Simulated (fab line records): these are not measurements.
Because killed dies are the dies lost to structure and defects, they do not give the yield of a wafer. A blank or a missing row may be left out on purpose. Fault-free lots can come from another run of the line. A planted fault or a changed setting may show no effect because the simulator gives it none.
Problem report in the 8D (eight disciplines) form, filled by code ; flow n5-finfet ; the parts of the form that need people (team, actions taken, sign-off) are left out

1. WHAT IS WRONG
Mean of spin-speed-rpm at N5_BEOL_M2_COAT_61: 1545.9 rpm across 6 wafers in 2 lots; on wafers with no fault it is 1499.9 rpm (standard deviation 1.2). That is +38 standard deviations from the usual mean.
The step: time 60 s, resist thk 60 nm.
First observed at day 7 20:20: wafer L720.2, on litho-track-02. Wafers with a number at this step in the record: 30, from 10 lots. Rule for "out" (also "out of limits"): further than 4 standard deviations from the usual mean. Any other wafer with a number is counted as sound.

2. WHAT IT IS, WHAT IT ISN'T
question;is;is not
which readings at this step;spin-speed-rpm;chill-plate-temp-C, plate-temp-C
which lots;L720, L722;L718, L719, L727, L728, L731, L734, L736, L737
which wafers of those lots;all that have a number;-
read on which tools;litho-track-02;litho-track-01, litho-track-05
when;from day 7 20:20;"up to then (6 sound wafers); but 18 sound wafers of L727, L728, L731, L734, L736, L737 came after"

3. THE SUSPECTS, EACH WITH WHAT RULES IT OUT
Counting: a tool at any process step up to the reading remains a suspect when it ran all the lots that are out and ran no sound lot after the first of those.
- cvd-co-01 at N5_BEOL_M1_CO_CAP_55 (material Co, precursor CCTBA/H2, target thk 2 nm, time 102.1 s): ruled out as a lasting fault. Sound lots L734 ran on it after its first lot that is out, L720 (day 7 19:46).
- pecvd-03 at N5_BEOL_M2_ILD_DEP_00 (deposits SiOC from DEMS/O2, target thk 79 nm, time 15.3 s): ruled out as a lasting fault. Sound lots L728, L727, L731, L736, L737 ran on it after its first lot that is out, L720 (day 7 20:02).
- litho-track-02 at N5_BEOL_M2_COAT_61 (time 60 s, resist thk 60 nm): ruled out as a lasting fault. Sound lots L734, L736 ran on it after its first lot that is out, L720 (day 7 20:20).
Left after counting: nothing in the record.

4. THE CAUSE (what the simulator had put in)
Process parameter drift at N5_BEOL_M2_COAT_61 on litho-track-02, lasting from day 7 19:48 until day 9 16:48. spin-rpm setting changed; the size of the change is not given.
Counting ruled it out, wrongly.

5. THE CHAIN OF EFFECTS, in route order
Each row: a reading whose mean over the struck wafers that have a number lies more than 3 standard deviations from the usual. Readings are gone through only where the record gives a usual standard deviation; hours: the median, over the lots, of the time from a lot's start at the first step in this table giving one to that lot's start at this step; sigmas: the change measured in usual standard deviations.
hours;step;reading;usual;on struck wafers;change;sigmas
0;N5_BEOL_M2_COAT_61;spin-speed-rpm;1499.9 rpm;1545.9;+46.0;+38
It contains these process steps:
- N5_BEOL_M2_COAT_61: time 60 s, resist thk 60 nm.
Later measuring or inspecting steps at which every struck wafer that the step has a row for has a number for every such reading, and none has moved that far: N5_BEOL_M4_RC_MEAS_101.

6. HOW IT WOULD HAVE BEEN CAUGHT EARLIER
In this record the first reading out of limits was taken at day 7 20:20, 1 hour after the fault began at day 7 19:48.
